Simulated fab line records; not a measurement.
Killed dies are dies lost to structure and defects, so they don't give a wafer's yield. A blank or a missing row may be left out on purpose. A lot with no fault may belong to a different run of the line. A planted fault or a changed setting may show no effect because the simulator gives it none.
Chamber matching    flow n5 finfet    rie diel-03 running N5_BEOL_M2_STRIP_19: 4 sister chambers
The step strips in O2. 8 wafers are shown with their chamber, then 12 later ones without.

WAFERS PAIRED WITH THEIR CHAMBERS
wafer   chamber  showerhead plenum p Torr (Torr)  drypump motor current A (A)
L077.2  0        2.19                             5.2
L085.5  1        2.09                             6.3
L088.3  0        2.18                             5.1
L088.5  3        2.01                             5.8
L088.6  2        2.04                             5.6
L092.2  3        2.01                             5.7
L092.3  1        2.08                             6.3
L092.6  2        2.04                             5.6

WAFERS WHOSE CHAMBER IS MISSING
wafer   showerhead plenum p Torr (Torr)  drypump motor current A (A)
L095.1  2.01                             5.7
L095.2  2.04                             5.6
L095.3  2.17                             5.1
L095.4  2.08                             6.3
L095.5  2.17                             5.2
L095.6  2.08                             6.3
L097.1  2.17                             5.2
L097.2  2.04                             5.6
L097.3  2.01                             5.7
L097.4  2.04                             5.6
L097.5  2.17                             5.2
L097.6  2.01                             5.7

EACH ONE'S CHAMBER
wafer   from the rows above  in truth
L095.1  3                    3
L095.2  2                    2
L095.3  0                    0
L095.4  1                    1
L095.5  0                    0
L095.6  1                    1
L097.1  0                    0
L097.2  2                    2
L097.3  3                    3
L097.4  2                    2
L097.5  0                    0
L097.6  3                    3
Correct placement for 12 of the 12. Can't be placed from these rows: 0. Number placed wrongly: 0.
How it was worked out, from the rows above alone: a wafer's distance from a chamber is the root of the sum, over the readings, of the square of ((its reading less the chamber's mean) divided by the reading's scatter). The wafer belongs to the nearest chamber; if the next one is less than 2 further off, it can't be placed. For every chamber, the mean is computed from those of its wafers that are shown. How the scatter is found: for the shown wafers, subtract from each reading the mean of its chamber, square and add these, divide the total by (wafers less chambers), then take the root.
